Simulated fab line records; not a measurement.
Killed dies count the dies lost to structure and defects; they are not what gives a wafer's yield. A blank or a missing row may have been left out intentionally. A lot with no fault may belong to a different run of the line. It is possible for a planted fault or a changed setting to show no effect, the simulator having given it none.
Matching of chambers :: flow nandHarc :: NHARC_A_M0_DESCUM_14 on rieDiel-07 has 4 sister chambers
The step chemistry O2, time 3 s. 14 wafers are shown with their chamber, then 7 later ones without.

WAFERS WITH THEIR CHAMBER
wafer: L077.2
chamber: 0
showerheadPlenumPTorr (Torr): 1.80
drypumpMotorCurrentA (A): 5.2
oesProductAu (a.u.): 0.984

wafer: L077.4
chamber: 1
showerheadPlenumPTorr (Torr): 1.82
drypumpMotorCurrentA (A): 6.3
oesProductAu (a.u.): 0.972

wafer: L077.6
chamber: 0
showerheadPlenumPTorr (Torr): 1.80
drypumpMotorCurrentA (A): 5.2
oesProductAu (a.u.): 1.000

wafer: L083.2
chamber: 2
showerheadPlenumPTorr (Torr): 2.02
drypumpMotorCurrentA (A): 5.1
oesProductAu (a.u.): 0.987

wafer: L083.4
chamber: 0
showerheadPlenumPTorr (Torr): 1.80
drypumpMotorCurrentA (A): 5.2
oesProductAu (a.u.): 1.001

wafer: L083.5
chamber: 3
showerheadPlenumPTorr (Torr): 1.83
drypumpMotorCurrentA (A): 6.5
oesProductAu (a.u.): 1.013

wafer: L084.1
chamber: 0
showerheadPlenumPTorr (Torr): 1.80
drypumpMotorCurrentA (A): 5.2
oesProductAu (a.u.): 1.004

wafer: L084.3
chamber: 3
showerheadPlenumPTorr (Torr): 1.83
drypumpMotorCurrentA (A): 6.5
oesProductAu (a.u.): 1.007

wafer: L084.6
chamber: 0
showerheadPlenumPTorr (Torr): 1.80
drypumpMotorCurrentA (A): 5.2
oesProductAu (a.u.): 0.999

wafer: L086.1
chamber: 2
showerheadPlenumPTorr (Torr): 2.02
drypumpMotorCurrentA (A): 5.1
oesProductAu (a.u.): 0.990

wafer: L086.3
chamber: 1
showerheadPlenumPTorr (Torr): 1.82
drypumpMotorCurrentA (A): 6.3
oesProductAu (a.u.): 0.970

wafer: L086.4
chamber: 3
showerheadPlenumPTorr (Torr): 1.83
drypumpMotorCurrentA (A): 6.5
oesProductAu (a.u.): 1.014

wafer: L090.1
chamber: 3
showerheadPlenumPTorr (Torr): 1.83
drypumpMotorCurrentA (A): 6.5
oesProductAu (a.u.): 0.992

wafer: L090.4
chamber: 0
showerheadPlenumPTorr (Torr): 1.79
drypumpMotorCurrentA (A): 5.3
oesProductAu (a.u.): 0.998

SIGNATURES (averages over the wafers above)
reading: showerheadPlenumPTorr
chamber 0: 1.7983
chamber 1: 1.8200
chamber 2: 2.0200
chamber 3: 1.8300
scatter within a chamber: 0.00289

reading: drypumpMotorCurrentA
chamber 0: 5.217
chamber 1: 6.300
chamber 2: 5.100
chamber 3: 6.500
scatter within a chamber: 0.0289

reading: oesProductAu
chamber 0: 0.99767
chamber 1: 0.97100
chamber 2: 0.98850
chamber 3: 1.00650
scatter within a chamber: 0.00749
Rule: a wafer lies at a distance from a chamber equal to the root of the sum of squares, over the readings, of (its reading less the chamber's mean, divided by the reading's scatter). The wafer belongs to the nearest chamber; if the next one is less than 2 further off, it can't be placed. The scatter: take each reading less its chamber's mean, square it, sum over the shown wafers, divide by the number of wafers less the number of chambers, and take the root.

WAFERS WITHOUT THEIR CHAMBER
wafer: L090.5
showerheadPlenumPTorr (Torr): 1.79
drypumpMotorCurrentA (A): 5.3
oesProductAu (a.u.): 1.008

wafer: L090.2
showerheadPlenumPTorr (Torr): 1.79
drypumpMotorCurrentA (A): 5.2
oesProductAu (a.u.): 1.004

wafer: L090.3
showerheadPlenumPTorr (Torr): 1.83
drypumpMotorCurrentA (A): 6.5
oesProductAu (a.u.): 0.998

wafer: L090.6
showerheadPlenumPTorr (Torr): 1.83
drypumpMotorCurrentA (A): 6.5
oesProductAu (a.u.): 0.999

wafer: L095.3
showerheadPlenumPTorr (Torr): 1.82
drypumpMotorCurrentA (A): 6.3
oesProductAu (a.u.): 0.997

wafer: L095.5
showerheadPlenumPTorr (Torr): 2.02
drypumpMotorCurrentA (A): 5.1
oesProductAu (a.u.): 1.002

wafer: L095.6
showerheadPlenumPTorr (Torr): 1.83
drypumpMotorCurrentA (A): 6.5
oesProductAu (a.u.): 0.994

WHICH CHAMBER EACH ONE RAN IN
wafer: L090.5
from the rows above: 0
in truth: 0

wafer: L090.2
from the rows above: 0
in truth: 0

wafer: L090.3
from the rows above: 3
in truth: 3

wafer: L090.6
from the rows above: 3
in truth: 3

wafer: L095.3
from the rows above: 1
in truth: 1

wafer: L095.5
from the rows above: 2
in truth: 2

wafer: L095.6
from the rows above: 3
in truth: 3
7 of 7 placed correctly. Can't be placed from these rows: 0. 0 placed wrongly.
